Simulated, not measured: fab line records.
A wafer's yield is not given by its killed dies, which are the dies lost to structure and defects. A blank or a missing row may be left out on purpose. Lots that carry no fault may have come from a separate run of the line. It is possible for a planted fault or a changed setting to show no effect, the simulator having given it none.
One fault through the eyes of 3 desks / flow n5Finfet / numbers are kept per desk, each desk with only its own; the story behind them comes last

## THE DEFECT DESK
Per lot, the means of the sampled wafers with a number show what the inspections along the route counted. Any lot whose mean is over 4 standard deviations away from the usual mean is out of limits and marked OUT; that distance is given in the brackets.
Columns: A = rawDefectCount at N5_BEOL_M3_INSPECT_30, usual 399
lot=L371; first seen here=day 7 18:15; A=382
lot=L375; first seen here=day 9 02:01; A=471
lot=L384; first seen here=day 12 00:18; A=487
lot=L388; first seen here=day 13 06:33; A=257
lot=L385; first seen here=day 13 13:11; A=362
lot=L391; first seen here=day 14 02:31; A=347
This desk found nothing out of limits on any of the 6 lots.

## THE TOOL OWNER'S DESK: rieDiel-03
The tool's own readings at N5_BEOL_M3_DESCUM_33 (chemistry O2, time 7 s): means of the sampled wafers that have a number, for each lot that ran on this tool. Any lot whose mean is over 4 standard deviations away from the usual mean is out of limits and marked OUT; that distance is given in the brackets.
Columns: A = drypumpMotorCurrentA at N5_BEOL_M3_DESCUM_33, usual 5.6 A; B = oesProductAu at N5_BEOL_M3_DESCUM_33, usual 0.82 a.u.; C = rfVppV at N5_BEOL_M3_DESCUM_33, usual 243.3 V; D = showerheadPlenumPTorr at N5_BEOL_M3_DESCUM_33, usual 2.11 Torr; E = throttleValvePct at N5_BEOL_M3_DESCUM_33, usual 20.44 %
lot=L371; first seen here=day 7 18:20; A=5.3; B=0.76; C=243.3; D=2.06; E=20.45
lot=L384; first seen here=day 12 00:22; A=5.4; B=0.92; C=245.2; D=2.23; E=20.34
lot=L385; first seen here=day 13 13:15; A=5.9; B=0.97; C=244.4; D=2.17; E=20.23
This desk found nothing out of limits on any of the 3 lots.

## METROLOGY DESK
What the gauges read for every lot (on any tool): the sampled wafers with a number, averaged. Any lot whose mean is over 4 standard deviations away from the usual mean is out of limits and marked OUT; that distance is given in the brackets. Readings shown: 7 of its 12, picked as those furthest out on some lot.
Columns: A = cdNm at N5_BEOL_M3_CD_MEAS_28, usual 25.71 nm; B = V2_OVL at N5_BEOL_M3_OVL_MEAS_29, usual -0.5 nm; C = IOFF_P at N5_BEOL_M4_RC_MEAS_101, usual 0.219 nA/um; D = ION_P at N5_BEOL_M4_RC_MEAS_101, usual 464 uA/um; E = SS_P at N5_BEOL_M4_RC_MEAS_101, usual 73.4 mV/dec; F = VT_N at N5_BEOL_M4_RC_MEAS_101, usual 248.5 mV; G = VT_P at N5_BEOL_M4_RC_MEAS_101, usual -249 mV
lot=L371; first seen here=day 7 18:10; A=25.70; B=-1.8; C=0.261; D=470; E=74.0; F=243.9; G=-244
lot=L375; first seen here=day 9 01:55; A=25.53; B=-0.7; C=0.187; D=456; E=73.6; F=249.0; G=-253
lot=L384; first seen here=day 12 00:13; A=26.11; B=-0.8; C=0.173; D=454; E=73.2; F=249.9; G=-255
lot=L388; first seen here=day 13 06:28; A=25.87; B=-0.5; C=0.182; D=458; E=73.2; F=250.6; G=-253
lot=L385; first seen here=day 13 13:05; A=25.74; B=-1.0; C=0.213; D=463; E=73.9; F=250.3; G=-251
lot=L391; first seen here=day 14 02:26; A=25.66; B=-0.6; C=0.191; D=462; E=72.5; F=250.5; G=-252
This desk found nothing out of limits on any of the 6 lots.

## BROUGHT TOGETHER
Nothing the defect desk looked at was out of limits.
Nothing out of limits was seen by the tool owner's desk.
Nothing out of limits was seen by the metrology desk.

## WHAT THE SIMULATOR PUT IN
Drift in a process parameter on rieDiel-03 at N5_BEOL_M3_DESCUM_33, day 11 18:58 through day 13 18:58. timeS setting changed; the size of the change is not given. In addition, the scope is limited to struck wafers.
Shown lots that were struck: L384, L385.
